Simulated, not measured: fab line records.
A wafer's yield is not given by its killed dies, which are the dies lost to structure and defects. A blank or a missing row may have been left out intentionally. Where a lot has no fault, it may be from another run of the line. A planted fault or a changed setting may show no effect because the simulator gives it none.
fab line records	flow n5-finfet
record lots=7	wafers=21	last-day=18
route steps=1938 shown MOL_CONTACT_COAG@546 BEOL_M4@1111 PASSIVATION@1936
lots that met no fault: from a run of the same line without faults
start-h: hours from the record's first day to the start of the lot's first wafer shown	wait-h: time in hours since the lot's previous step	" unchanged from the row above	L1.1+2: one row covering several wafers at once	- no value, or no start given	* or withheld: withheld	< > ~ a bound
route shown NAME@n: a module of which the file shows steps, and the number in the route of the first	usual: average and standard deviation across the fault-free wafers	same: alike in all rows	chamber/n: place in a boat	sites: readings site by site	_std_site: standard deviation across them	_edge_site: the outer-site mean with the inner-site mean subtracted	radius-mm: how far each site lies from the wafer's centre	mask NAME#n: copy n	behind: the most recent tool/chamber to have shaped the wafer	hold: why the lot was held/for how many hours/how that ended	device: names the non-switching transistor (n, p or np)	end of line: the tests these same wafers got at the end of their route	a step with no rows: only its recipe	killed: at the first sort, the dies lost to defects and structure; wafer yield is something else	map: a wafer's dies, marking killed ones x, the rest . and places with no die _
set.NAME: the setting as run; set.NAME@STEP: as run at that earlier step	model.NAME: the simulator's own value behind a step, which no gauge read
lots at selected steps of the route; one table per step, one row per wafer
services: a tool's chamber out of use, with start hour (start-h, from the record's first day; less than 0 if before it), hours out, and reason
## steps
# step N5_MOL_CONTACT_COAG_PRE_CLEAN_141
# recipe gas=H2/He	time-s=60	temp-c=300
# usual heater-power-w=477/55
lot.wafer	tool	chamber	start-h	wait-h	heater-power-w
L845.4	pvd-sputter-02	-	94.76	0.1	546
L845.5	"	-	"	"	495
L845.6	"	-	"	"	564
L848.1	pvd-sputter-02	-	114.72	1.5	444
L848.2	"	-	"	"	487
L848.3	"	-	"	"	554
L854.2	pvd-sputter-03	-	149.98	0.6	453
L854.3	"	-	"	"	393
L854.4	"	-	"	"	429
L855.1	pvd-sputter-02	-	159.05	1.8	438
L855.3	"	-	"	"	538
L855.6	"	-	"	"	543
L856.1	pvd-sputter-03	-	163.89	1.1	448
L856.4	"	-	"	"	400
L856.5	"	-	"	"	450
L863.1	pvd-sputter-02	-	205.32	1.0	557
L863.2	"	-	"	"	450
L863.4	"	-	"	"	488
L867.1	pvd-sputter-03	-	235.12	2.1	392
L867.3	"	-	"	"	440
L867.6	"	-	"	"	396
# step N5_MOL_CONTACT_COAG_SPUTTER_143
# recipe material=Co	target-thk-a=25	temp-c=25	chamber-pressure-pa=0.2
# usual throttle-valve-pct=30.3/1.3
lot.wafer	tool	chamber	start-h	wait-h	throttle-valve-pct
L845.4	pvd-sputter-02	-	94.82	0.0	30.4
L845.5	"	-	"	"	28.1
L845.6	"	-	"	"	33.0
L848.1	pvd-sputter-02	-	114.78	0.0	30.3
L848.2	"	-	"	"	28.0
L848.3	"	-	"	"	30.2
L854.2	pvd-sputter-03	-	150.04	0.0	30.3
L854.3	"	-	"	"	31.0
L854.4	"	-	"	"	30.6
L855.1	pvd-sputter-02	-	159.11	0.0	30.1
L855.3	"	-	"	"	30.4
L855.6	"	-	"	"	30.4
L856.1	pvd-sputter-03	-	163.95	0.0	29.9
L856.4	"	-	"	"	31.1
L856.5	"	-	"	"	29.9
L863.1	pvd-sputter-02	-	205.38	0.0	30.5
L863.2	"	-	"	"	30.1
L863.4	"	-	"	"	28.0
L867.1	pvd-sputter-03	-	235.18	0.0	31.2
L867.3	"	-	"	"	30.1
L867.6	"	-	"	"	30.9
# step N5_MOL_CONTACT_COAG_CO_FILL_22
# recipe material=Co	target-thk-a=200	temp-c=200	precursor=CCTBA/H2	pressure-torr=30
# step N5_MOL_CONTACT_COAG_ANNEAL_113
# recipe temp-c=400	time-s=300	ambient=H2/N2
# usual lamp-power-pct=2.89/0.24	lamp_zone_4_pct=2.89/0.24	wafer_temp_C_max=401.7/0.37
lot.wafer	tool	chamber	start-h	wait-h	lamp-power-pct	lamp_zone_4_pct	wafer_temp_C_max
L845.4	rtp-anneal-02	0	96.01	0.5	2.52	2.52	401.6
L845.5	"	0	"	"	2.52	2.52	402.3
L845.6	"	0	"	"	2.52	2.52	402.1
L848.1	rtp-anneal-01	0	115.57	0.4	3.04	3.04	402.3
L848.2	"	0	"	"	3.04	3.04	401.4
L848.3	"	0	"	"	3.04	3.04	402.8
L854.2	rtp-anneal-01	0	150.96	0.5	3.04	3.04	401.1
L854.3	"	0	"	"	3.04	3.04	401.7
L854.4	"	0	"	"	3.04	3.04	401.4
L855.1	rtp-anneal-01	0	159.85	0.3	3.04	3.04	402.1
L855.3	"	0	"	"	3.04	3.04	402.1
L855.6	"	0	"	"	3.04	3.04	401.3
L856.1	rtp-anneal-01	0	164.85	0.5	3.04	3.04	401.6
L856.4	"	0	"	"	3.04	3.03	401.7
L856.5	"	0	"	"	3.04	3.04	401.5
L863.1	rtp-anneal-02	0	206.11	0.3	2.52	2.52	401.8
L863.2	"	0	"	"	2.52	2.52	402.0
L863.4	"	0	"	"	2.52	2.52	401.3
L867.1	rtp-anneal-01	0	235.91	0.3	3.04	3.03	401.7
L867.3	"	0	"	"	3.04	3.04	401.5
L867.6	"	0	"	"	3.04	3.04	401.6
# step N5_MOL_CONTACT_COAG_PRE_CLEAN_142
# recipe gas=H2/He	time-s=60	temp-c=300
# usual heater-power-w=473/53
lot.wafer	tool	chamber	start-h	wait-h	heater-power-w
L845.4	pvd-sputter-02	-	97.18	1.0	437
L845.5	"	-	"	"	567
L845.6	"	-	"	"	500
L848.1	pvd-sputter-03	-	116.54	0.8	438
L848.2	"	-	"	"	447
L848.3	"	-	"	"	388
L854.2	pvd-sputter-01	-	152.84	1.7	474
L854.3	"	-	"	"	449
L854.4	"	-	"	"	386
L855.1	pvd-sputter-02	-	162.85	2.9	442
L855.3	"	-	"	"	547
L855.6	"	-	"	"	548
L856.1	pvd-sputter-02	-	165.93	0.9	454
L856.4	"	-	"	"	534
L856.5	"	-	"	"	572
L863.1	pvd-sputter-01	-	207.93	1.7	442
L863.2	"	-	"	"	463
L863.4	"	-	"	"	481
L867.1	pvd-sputter-02	-	237.74	1.7	570
L867.3	"	-	"	"	554
L867.6	"	-	"	"	497
# step N5_MOL_CONTACT_COAG_SPUTTER_130
# recipe material=Co	target-thk-a=475	temp-c=25	chamber-pressure-pa=0.5	power-w=3000
# step N5_MOL_CONTACT_COAG_PRECLEAN_125
# recipe chemistry=DIW	time-s=57.5	temp-c=23
# step N5_MOL_CONTACT_COAG_SRD_126
# recipe dry-time-s=32	dry=n2-spin	spin-rpm=1500
# step N5_MOL_CONTACT_COAG_CMP_23
# recipe stop-on=SiO2	t-overpolish-s=1.5	post-cmp-clean=cu-alkaline	down-force-psi=2	platen-rpm=50.289	pad-velocity-m-s=1.0006	target-thk-nm=0
# step N5_MOL_CONTACT_COAG_WET_ETCH_26
# recipe target=Co	target-depth-nm=13
# step N5_MOL_CONTACT_COAG_WET_ETCH_116
# recipe chemistry=SC1-inhibited	target-depth-nm=4.6	dry=ipa-marangoni	rinse-time-s=30	rinse-temp-c=23
# usual rinse-temp-c=22.99/0.1	rinse-time-s=30/0
lot.wafer	tool	chamber	start-h	wait-h	rinse-temp-c	rinse-time-s
L845.4	wet-bench-03	7	97.92	0.0	23.09	30
L845.5	"	0	"	"	22.92	30
L845.6	"	4	"	"	23.03	30
L848.1	wet-bench-05	1	117.28	0.0	22.77	30
L848.2	"	6	"	"	23.00	30
L848.3	"	5	"	"	23.10	30
L854.2	wet-bench-05	6	153.60	0.0	-	-
L854.3	"	1	"	"	-	-
L854.4	"	3	"	"	-	-
L855.1	wet-bench-03	7	163.59	0.0	-	-
L855.3	"	3	"	"	-	-
L855.6	"	0	"	"	-	-
L856.1	wet-bench-03	6	166.67	0.0	-	-
L856.4	"	2	"	"	-	-
L856.5	"	0	"	"	-	-
L863.1	wet-bench-05	2	208.67	0.0	23.09	30
L863.2	"	0	"	"	23.01	30
L863.4	"	5	"	"	23.02	30
L867.1	wet-bench-04	6	238.60	0.0	22.85	30
L867.3	"	1	"	"	23.17	30
L867.6	"	5	"	"	23.21	30
# step N5_MOL_CONTACT_COAG_ALD_27
# recipe material=SiOC	target-thk-a=170	temp-c=400	ald-precursor-family=carbosiloxane	ald-co-reactant=H2-plasma	pulse-time-s=1.5	time-s=2720	purge-time-s=2	co-reactant-purge-time-s=2	ald-cycles=340	pressure-torr=2
# usual heater-power-w=850/82	precursor-pulse-height-rel=1.001/0.022
lot.wafer	tool	chamber	start-h	wait-h	heater-power-w	precursor-pulse-height-rel
L845.4	ald-sin-02	0	98.96	0.7	862	0.974
L845.5	"	3	"	"	862	1.022
L845.6	"	0	"	"	860	0.969
L848.1	ald-sin-01	3	117.60	0.0	704	0.978
L848.2	"	2	"	"	820	1.017
L848.3	"	1	"	"	701	1.018
L854.2	ald-sin-01	0	153.97	0.1	900	1.026
L854.3	"	2	"	"	828	1.021
L854.4	"	3	"	"	685	0.990
L855.1	ald-sin-02	3	163.92	0.0	871	1.018
L855.3	"	2	"	"	929	1.005
L855.6	"	1	"	"	848	1.042
L856.1	ald-sin-02	0	166.99	0.0	831	0.996
L856.4	"	3	"	"	862	0.984
L856.5	"	2	"	"	881	1.051
L863.1	ald-sin-03	0	208.99	0.0	893	0.993
L863.2	"	2	"	"	1002	0.994
L863.4	"	1	"	"	820	1.010
L867.1	ald-sin-02	1	238.95	0.0	860	0.997
L867.3	"	2	"	"	937	1.026
L867.6	"	0	"	"	846	1.010
# step N5_BEOL_M4_RC_MEAS_101
# usual DIBL_N=36.4/1.4	DIBL_P=36.3/1.8	IOFF_N=0.163/0.024	IOFF_P=0.21/0.034	ION_N=673/11	ION_P=461/7.4	SS_N=71.6/0.52	SS_P=73.3/0.58	VT_N=249.4/2.5	VT_P=-250/3.5
lot.wafer	tool	chamber	start-h	wait-h	DIBL_N[mV/V]	DIBL_P[mV/V]	IOFF_N[nA/um]	IOFF_P[nA/um]	ION_N[uA/um]	ION_P[uA/um]	SS_N[mV/dec]	SS_P[mV/dec]	VT_N[mV]	VT_P[mV]
L845.4	prober-02	0	171.12	0.5	39.4	40.4	0.228	0.27	679	461	72.8	74.5	245.1	-249
L845.5	"	0	"	"	36.9	37.2	0.180	0.23	667	455	71.5	72.9	249.7	-249
L845.6	"	0	"	"	35.9	36.5	0.157	0.20	679	468	71.0	72.3	248.3	-250
L848.1	prober-02	0	191.89	0.0	38.0	37.4	0.181	0.27	675	467	72.0	73.6	246.9	-244
L848.2	"	0	"	"	37.2	37.0	0.161	0.24	681	472	71.9	73.4	249.2	-246
L848.3	"	0	"	"	37.8	37.5	0.179	0.27	684	478	72.3	73.7	246.0	-244
L863.1	prober-02	0	283.19	0.0	37.8	37.7	0.169	0.22	681	460	71.9	73.9	251.2	-252
L863.2	"	0	"	"	37.1	37.0	0.157	0.20	681	460	71.5	73.7	251.3	-251
L863.4	"	0	"	"	35.8	35.7	0.136	0.18	669	460	70.8	73.6	252.2	-252
L867.1	prober-01	0	305.94	0.0	40.2	38.5	0.211	0.29	689	475	72.2	73.4	247.9	-243
L867.3	"	0	"	"	39.1	37.0	0.180	0.26	666	461	72.6	73.1	249.2	-245
L867.6	"	0	"	"	40.0	37.8	0.204	0.29	683	471	72.2	74.0	246.8	-245
# step N5_PASSIVATION_PROBE_49
# usual defect-limited-yield=91.4/1.6	killed_at_M0_to_M3=34/12	killed_at_M4_up=13/5.2	killed-at-contacts=11/5.5	killed-at-front-end=40/13	killed-at-other=3.4/2.7	killed-dies=102/19	killed-on-rim=13/4.3	killed-open=66/15	killed-short=33/7.9	sort_bin_5_function=5.1/1.1	sort_bin_6_memory=3.2/0.7	sort-n-pass=1078/19	sort-yield-pct=91.4/1.6
# same gross-dies=1180	killed-at-back-side=0	sort_bin_4_leakage[%]=0	sort_bin_8_speed[%]=0
lot.wafer	tool	chamber	start-h	wait-h	defect-limited-yield[%]	killed_at_M0_to_M3	killed_at_M4_up	killed-at-contacts	killed-at-front-end	killed-at-other	killed-dies	killed-on-rim	killed-open	killed-short	sort_bin_5_function[%]	sort_bin_6_memory[%]	sort-n-pass	sort-yield-pct[%]
L854.2	prober-02	-	321.72	0.1	0	33	7	1091	46	3	1180	152	72	24	97.2	2.7	0	0
L854.3	prober-02	-	321.77	0.1	0	29	19	1092	36	4	1180	152	70	37	95.7	3.8	0	0
L854.4	prober-02	-	321.82	0.2	0	32	6	1090	45	7	1180	152	70	28	96.4	3.0	0	0
L855.1	prober-02	-	341.60	0.0	0	54	16	1072	34	4	1180	152	77	41	95.9	3.6	0	0
L855.3	prober-02	-	341.70	0.1	0	66	13	1067	33	1	1180	152	84	44	95.8	3.6	0	0
L855.6	prober-02	-	341.85	0.3	0	34	17	1088	37	4	1180	152	78	35	95.8	3.9	0	0
L856.1	prober-01	-	357.07	0.0	0	18	10	1085	67	0	1180	152	71	27	96.9	2.9	0	0
L856.4	prober-01	-	357.22	0.2	0	35	16	1094	33	2	1180	152	66	24	96.9	3.1	0	0
L856.5	prober-01	-	357.27	0.2	0	35	8	1074	55	8	1180	152	78	36	95.4	4.3	0	0
# killed by level:class
L854.2 MOL_CONTACT_COAG:area-etch=1083 STI_FIN_REVEAL:geometric-particle:open=12 FIN_SAQP:geometric-particle:open=9 BEOL_M0_SAQP:geometric-particle:open=8 BEOL_M2:geometric-particle:open=8 MOL_CONTACT_COAG:geometric-particle:open=7 BEOL_M0:geometric-particle:open=5 FIN_SAQP:geometric-particle:short=4
L854.3 MOL_CONTACT_COAG:area-etch=1072 MOL_CONTACT_COAG:geometric-particle:open=17 BEOL_M0_SAQP:geometric-particle:short=12 BEOL_M0_SAQP:geometric-particle:open=10 BEOL_M4:geometric-particle:open=8 FIN_SAQP:geometric-particle:open=7 STI_FIN_REVEAL:geometric-particle:open=6 ILD0:geometric-particle:open=5
L854.4 MOL_CONTACT_COAG:area-etch=1081 STI_FIN_REVEAL:geometric-particle:open=20 BEOL_M0_SAQP:geometric-particle:open=9 MOL_CONTACT_COAG:geometric-particle:open=8 BEOL_M0_SAQP:geometric-particle:short=8 BEOL_M2:geometric-particle:open=7 STARTING-WAFER:geometric-particle:open=6 FIN_SAQP:geometric-particle:short=5
L855.1 MOL_CONTACT_COAG:area-etch=1059 BEOL_M2:geometric-particle:open=19 BEOL_M0_SAQP:geometric-particle:short=13 MOL_CONTACT_COAG:geometric-particle:open=11 BEOL_M0_SAQP:geometric-particle:open=10 FIN_SAQP:geometric-particle:short=9 BEOL_M4:geometric-particle:open=9 FIN_SAQP:geometric-particle:open=5
L855.3 MOL_CONTACT_COAG:area-etch=1052 BEOL_M0_SAQP:geometric-particle:short=20 BEOL_M2:geometric-particle:open=20 BEOL_M0_SAQP:geometric-particle:open=16 MOL_CONTACT_COAG:geometric-particle:open=15 FIN_SAQP:geometric-particle:short=10 BEOL_M4:geometric-particle:open=8 STI_FIN_REVEAL:geometric-particle:open=6
L855.6 MOL_CONTACT_COAG:area-etch=1066 MOL_CONTACT_COAG:geometric-particle:open=18 BEOL_M0_SAQP:geometric-particle:open=12 FIN_SAQP:geometric-particle:open=10 BEOL_M4:geometric-particle:open=10 BEOL_M3:geometric-particle:open=9 BEOL_M0_SAQP:geometric-particle:short=7 FIN_SAQP:geometric-particle:short=5
L856.1 MOL_CONTACT_COAG:area-etch=1080 FIN_SAQP:geometric-particle:open=17 STI_FIN_REVEAL:geometric-particle:open=13 DUMMY_GATE:geometric-particle:open=10 BEOL_M3:geometric-particle:open=7 BEOL_M2:geometric-particle:open=6 FIN_SAQP:geometric-particle:short=5 BEOL_M4:geometric-particle:open=5
L856.4 MOL_CONTACT_COAG:area-etch=1090 BEOL_M2:geometric-particle:open=10 BEOL_M1:geometric-particle:open=9 STI_FIN_REVEAL:geometric-particle:open=8 BEOL_M0_SAQP:geometric-particle:open=8 BEOL_M4:geometric-particle:open=7 FIN_SAQP:geometric-particle:open=6 FIN_SAQP:geometric-particle:short=4
L856.5 MOL_CONTACT_COAG:area-etch=1064 STI_FIN_REVEAL:geometric-particle:open=22 BEOL_M2:geometric-particle:open=11 DUMMY_GATE:geometric-particle:open=10 MOL_CONTACT_COAG:geometric-particle:open=7 BEOL_M3:geometric-particle:open=7 FIN_SAQP:geometric-particle:open=5 FIN_SAQP:geometric-particle:short=4
# map L854.2 (x killed, . not)
_________________xxxxxxxxxxxx________________
______________xxxxxxxxxxxxxxxxxx_____________
___________xxxxxxxxxxxxxxxxxxxxxxxx__________
__________xxxxxxxxxxxxxxxxxxxxxxxxxx_________
________xxxxxxxxxxxxxxxxxxxxxxxxxxxxxx_______
_______xxxxxxxxxxxxxxxxxxxxxxxxxxxxxxxx______
______xxxxxxxxxxxxxxxxxxxxxxxxxxxxxxxxxx_____
_____xxxxxxxxxxxxxxxxxxxxxxxxxxxxxxxxxxxx____
____xxxxxxxxxxxxxxxxxxxxxxxxxxxxxxxxxxxxxx___
___xxxxxxxxxxxxxxxxxxxxxxxxxxxxxxxxxxxxxxxx__
___xxxxxxxxxxxxxxxxxxxxxxxxxxxxxxxxxxxxxxxx__
__xxxxxxxxxxxxxxxxxxxxxxxxxxxxxxxxxxxxxxxxxx_
__xxxxxxxxxxxxxxxxxxxxxxxxxxxxxxxxxxxxxxxxxx_
_xxxxxxxxxxxxxxxxxxxxxxxxxxxxxxxxxxxxxxxxxxxx
_xxxxxxxxxxxxxxxxxxxxxxxxxxxxxxxxxxxxxxxxxxxx
_xxxxxxxxxxxxxxxxxxxxxxxxxxxxxxxxxxxxxxxxxxxx
_xxxxxxxxxxxxxxxxxxxxxxxxxxxxxxxxxxxxxxxxxxxx
_xxxxxxxxxxxxxxxxxxxxxxxxxxxxxxxxxxxxxxxxxxxx
_xxxxxxxxxxxxxxxxxxxxxxxxxxxxxxxxxxxxxxxxxxxx
_xxxxxxxxxxxxxxxxxxxxxxxxxxxxxxxxxxxxxxxxxxxx
_xxxxxxxxxxxxxxxxxxxxxxxxxxxxxxxxxxxxxxxxxxxx
__xxxxxxxxxxxxxxxxxxxxxxxxxxxxxxxxxxxxxxxxxx_
__xxxxxxxxxxxxxxxxxxxxxxxxxxxxxxxxxxxxxxxxxx_
___xxxxxxxxxxxxxxxxxxxxxxxxxxxxxxxxxxxxxxxx__
___xxxxxxxxxxxxxxxxxxxxxxxxxxxxxxxxxxxxxxxx__
____xxxxxxxxxxxxxxxxxxxxxxxxxxxxxxxxxxxxxx___
_____xxxxxxxxxxxxxxxxxxxxxxxxxxxxxxxxxxxx____
______xxxxxxxxxxxxxxxxxxxxxxxxxxxxxxxxxx_____
_______xxxxxxxxxxxxxxxxxxxxxxxxxxxxxxxx______
________xxxxxxxxxxxxxxxxxxxxxxxxxxxxxx_______
__________xxxxxxxxxxxxxxxxxxxxxxxxxx_________
___________xxxxxxxxxxxxxxxxxxxxxxxx__________
______________xxxxxxxxxxxxxxxxxx_____________
_________________xxxxxxxxxxxx________________
# map L855.1 (x killed, . not)
_________________xxxxxxxxxxxx________________
______________xxxxxxxxxxxxxxxxxx_____________
___________xxxxxxxxxxxxxxxxxxxxxxxx__________
__________xxxxxxxxxxxxxxxxxxxxxxxxxx_________
________xxxxxxxxxxxxxxxxxxxxxxxxxxxxxx_______
_______xxxxxxxxxxxxxxxxxxxxxxxxxxxxxxxx______
______xxxxxxxxxxxxxxxxxxxxxxxxxxxxxxxxxx_____
_____xxxxxxxxxxxxxxxxxxxxxxxxxxxxxxxxxxxx____
____xxxxxxxxxxxxxxxxxxxxxxxxxxxxxxxxxxxxxx___
___xxxxxxxxxxxxxxxxxxxxxxxxxxxxxxxxxxxxxxxx__
___xxxxxxxxxxxxxxxxxxxxxxxxxxxxxxxxxxxxxxxx__
__xxxxxxxxxxxxxxxxxxxxxxxxxxxxxxxxxxxxxxxxxx_
__xxxxxxxxxxxxxxxxxxxxxxxxxxxxxxxxxxxxxxxxxx_
_xxxxxxxxxxxxxxxxxxxxxxxxxxxxxxxxxxxxxxxxxxxx
_xxxxxxxxxxxxxxxxxxxxxxxxxxxxxxxxxxxxxxxxxxxx
_xxxxxxxxxxxxxxxxxxxxxxxxxxxxxxxxxxxxxxxxxxxx
_xxxxxxxxxxxxxxxxxxxxxxxxxxxxxxxxxxxxxxxxxxxx
_xxxxxxxxxxxxxxxxxxxxxxxxxxxxxxxxxxxxxxxxxxxx
_xxxxxxxxxxxxxxxxxxxxxxxxxxxxxxxxxxxxxxxxxxxx
_xxxxxxxxxxxxxxxxxxxxxxxxxxxxxxxxxxxxxxxxxxxx
_xxxxxxxxxxxxxxxxxxxxxxxxxxxxxxxxxxxxxxxxxxxx
__xxxxxxxxxxxxxxxxxxxxxxxxxxxxxxxxxxxxxxxxxx_
__xxxxxxxxxxxxxxxxxxxxxxxxxxxxxxxxxxxxxxxxxx_
___xxxxxxxxxxxxxxxxxxxxxxxxxxxxxxxxxxxxxxxx__
___xxxxxxxxxxxxxxxxxxxxxxxxxxxxxxxxxxxxxxxx__
____xxxxxxxxxxxxxxxxxxxxxxxxxxxxxxxxxxxxxx___
_____xxxxxxxxxxxxxxxxxxxxxxxxxxxxxxxxxxxx____
______xxxxxxxxxxxxxxxxxxxxxxxxxxxxxxxxxx_____
_______xxxxxxxxxxxxxxxxxxxxxxxxxxxxxxxx______
________xxxxxxxxxxxxxxxxxxxxxxxxxxxxxx_______
__________xxxxxxxxxxxxxxxxxxxxxxxxxx_________
___________xxxxxxxxxxxxxxxxxxxxxxxx__________
______________xxxxxxxxxxxxxxxxxx_____________
_________________xxxxxxxxxxxx________________
## services
tool	chamber	start-h	hours	kind
pvd-sputter-02	-	77.25	5.6	repair
ald-sin-01	-	86.18	14.0	pm
ald-sin-01	0	86.18	14.0	vent-cycle
ald-sin-01	1	86.18	14.0	vent-cycle
ald-sin-01	2	86.18	14.0	vent-cycle
ald-sin-01	3	86.18	14.0	vent-cycle
ald-sin-01	0	100.18	-	clean
ald-sin-01	1	100.18	-	clean
ald-sin-01	2	100.18	-	clean
ald-sin-01	3	100.18	-	clean
rtp-anneal-02	-	111.10	4.5	pm
ald-sin-02	0	120.69	7.7	repair
wet-bench-05	-	126.76	1.9	pm
pvd-sputter-03	-	134.61	4.0	repair
ald-sin-01	0	159.33	3.7	repair
## key
first-sign step=N5_MOL_CONTACT_COAG_WET_ETCH_116	reading=tool-record	direction=missing
effect step=N5_PASSIVATION_PROBE_49	reading=killed-at-contacts	direction=up	sigmas=99+	usual=11	struck=1084
more-kills-born-at N5_MOL_CONTACT_COAG_WET_ETCH_116@wet-bench-03=6411	N5_MOL_CONTACT_COAG_WET_ETCH_116@wet-bench-05=3236
met-at N5_MOL_CONTACT_COAG_WET_ETCH_116
struck-wafers L854.2,L854.3,L854.4,L855.1,L855.3,L855.6,L856.1,L856.4,L856.5
later-rows-left-out L854.2,L854.3,L854.4,L855.1,L855.3,L855.6,L856.1,L856.4,L856.5
onset-between 117.28 153.60
fault kind=skipped-step-whole	tool=wet-bench-03,wet-bench-05	chamber=-	onset-h=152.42	steps=N5_MOL_CONTACT_COAG_WET_ETCH_116	scope=struck-lots-only
# later-rows-left-out: the simulator's readings of these wafers behind a module that went badly wrong aren't trusted and aren't shown, but for the sort
